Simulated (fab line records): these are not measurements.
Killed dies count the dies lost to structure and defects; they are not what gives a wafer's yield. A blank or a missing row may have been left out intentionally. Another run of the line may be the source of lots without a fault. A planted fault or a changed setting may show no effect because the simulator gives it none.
Struck lot and sound lot, side by side | flow nand_harc | 40 out of 1302 route steps
Sound: wafers L286.1, L286.2, L286.3. Wafers L297.3, L297.4, L297.6 were the ones struck. The cause comes at the end.
For every step that has rows: the tool of each side, followed by ch and its chambers, followed by its first start. Under that, the readings that differ: sound wafers | struck wafers | difference of the means | sigmas: that difference in standard deviations of wafers without a fault.
alike: a reading whose means differ by less than 2 such deviations, as well as words and numbers matching on both sides. not compared: withheld readings; readings where some wafer has no value; bounds like >300 that might hide an equal value; numbers whose values overlap and for which the record gives no deviation.
Wherever a step has rows on one side only, a row that says differs or no value, or a row with sigmas, the two part there. When numbers do not overlap yet have no deviation, they are printed without sigmas and do not part them. A reading that every wafer of one side lacks parts them only if that side has two wafers or more.

first, 1 step without rows for these wafers: NHARC_A_BONDPAD_PRE_CLEAN_26 (time 30 s).
NHARC_A_BONDPAD_PVD_17: deposits TaN, target thk 5 nm, time 8.06 s.
  sound on pvd_sputter-02; struck on pvd_sputter-03
  alike: throttle_valve_pct
then, 2 steps without rows for these wafers: NHARC_A_BONDPAD_PVD_27 (deposits Cu, target thk 30 nm, time 20.49 s); NHARC_A_BONDPAD_ECD_18 (material Cu, target thk 400 nm).
NHARC_A_BONDPAD_ANNEAL_28: time 90 s.
  sound on rtp_anneal-01 ch 0, day 24 11:13; struck on rtp_anneal-02 ch 0, day 28 06:13
  alike: wafer_temp_C_max
then, 1 step without rows for these wafers: NHARC_A_BONDPAD_CMP_19 (polishes, t overpolish 30 s, cu recess touch 16 s, target thk 169.82 nm).
NHARC_A_BONDPAD_THK_MEAS_20: measures by xrf.
  sound: film_metro-02 at day 24 11:53; struck: film_metro-02 at day 28 06:46
  alike: thk_nm
then, 1 step without rows for these wafers: NHARC_A_BONDPAD_SRD_21 (time 30 s, dry time 20 s).
NHARC_A_BONDPAD_INSPECT_23:
  sound: defect_inspect-01 at day 24 12:06; struck: defect_inspect-02 at day 28 07:00
  alike: raw_defect_count
then, 1 step without rows for these wafers: NHARC_HYBRID_BOND_ACTIVATE_00 (chemistry N2, time 60 s).
NHARC_HYBRID_BOND_PRECLEAN_01: cleans in DIW, time 300 s.
  sound on wet_bench-10 ch 0,1,4, day 24 12:19; struck on wet_bench-10 ch 0,4,5, day 28 07:14
then, 3 steps without rows for these wafers: NHARC_HYBRID_BOND_SRD_02 (time 30 s, dry time 20 s); NHARC_HYBRID_BOND_BOND_03; NHARC_HYBRID_BOND_ANNEAL_04 (time 7200 s).
NHARC_HYBRID_BOND_OVL_MEAS_05:
  sound: overlay-02 at day 25 00:35; struck: overlay-02 at day 28 16:29
  alike: overlay_x_nm, overlay_y_nm
next, for these wafers, 1 step has no rows: NHARC_THIN_TSV_GRIND_00.
NHARC_THIN_TSV_CMP_01: polishes.
  sound on cmp-02 ch 0,2,3, day 25 03:12; struck on cmp-03 ch 1,2,3, day 28 17:55
  alike: motor_current_A
NHARC_THIN_TSV_THK_MEAS_02: measures by ir.
  sound: film_metro-01 at day 25 03:28; struck: film_metro-01 at day 28 18:10
  alike: thk_nm
then, 3 steps without rows for these wafers: NHARC_THIN_TSV_SRD_03; NHARC_THIN_TSV_PRECLEAN_41 (cleans in SC1); NHARC_THIN_TSV_SRD_42.
NHARC_THIN_TSV_DEP_43: deposits SiO2, target thk 1328.5 nm.
  sound on pecvd-03 ch 0,1,2, day 25 03:41; struck on pecvd-01 ch 1,2, day 28 18:23
  alike: flow_sccm, throttle_valve_pct
then, 8 steps without rows for these wafers: NHARC_THIN_TSV_DEHYDRATE_04 (time 120 s); NHARC_THIN_TSV_HMDS_05 (time 30 s); NHARC_THIN_TSV_COAT_06; NHARC_THIN_TSV_SOFTBAKE_07 (time 95 s); NHARC_THIN_TSV_EBR_08; NHARC_THIN_TSV_EXPOSE_09 (exposes mask TSV); NHARC_THIN_TSV_PEB_10 (peb time 85 s); NHARC_THIN_TSV_DEVELOP_11 (time 70 s).
NHARC_THIN_TSV_CD_MEAS_12: target cd 1000 nm.
  sound on cd_sem-03 ch 0, day 25 04:23; struck on cd_sem-01 ch 0, day 28 19:05
  alike: cd_nm
then, 4 steps without rows for these wafers: NHARC_THIN_TSV_HARDBAKE_13 (time 80 s); NHARC_THIN_TSV_DESCUM_14 (chemistry O2, time 3 s); NHARC_THIN_TSV_ETCH_44 (etches the open film in CF4/O2, target depth 1594.2 nm, time 797.1 s); NHARC_THIN_TSV_ETCH_15 (target depth 3000 nm, bosch target overetch cycles 2, bosch etch step 2.8 s).
NHARC_THIN_TSV_CD_MEAS_16:
  sound: cd_sem-01 at day 25 05:20; struck: cd_sem-02 at day 28 20:04
  alike: cd_nm
NHARC_THIN_TSV_STRIP_45: strips in O2.
  sound on plasma_asher-01 ch 0,1, day 25 05:25; struck on plasma_asher-02 ch 0,1, day 28 20:13
  alike: drypump_motor_current_A, heater_power_w
  not compared: rf_hours_counter_h
then, 2 steps without rows for these wafers: NHARC_THIN_TSV_STRIP_46 (strips in post etch residue remover, time 1200 s); NHARC_THIN_TSV_DEP_47 (deposits SiO2, target thk 200 nm).
NHARC_END_SORT_01:
  here the record holds rows for the struck wafers (prober-02 ch 0, day 29 11:59) but none for the sound ones

== WHERE THEY PART ==
Only at NHARC_END_SORT_01, within this record.

WHY: what the simulator had put in
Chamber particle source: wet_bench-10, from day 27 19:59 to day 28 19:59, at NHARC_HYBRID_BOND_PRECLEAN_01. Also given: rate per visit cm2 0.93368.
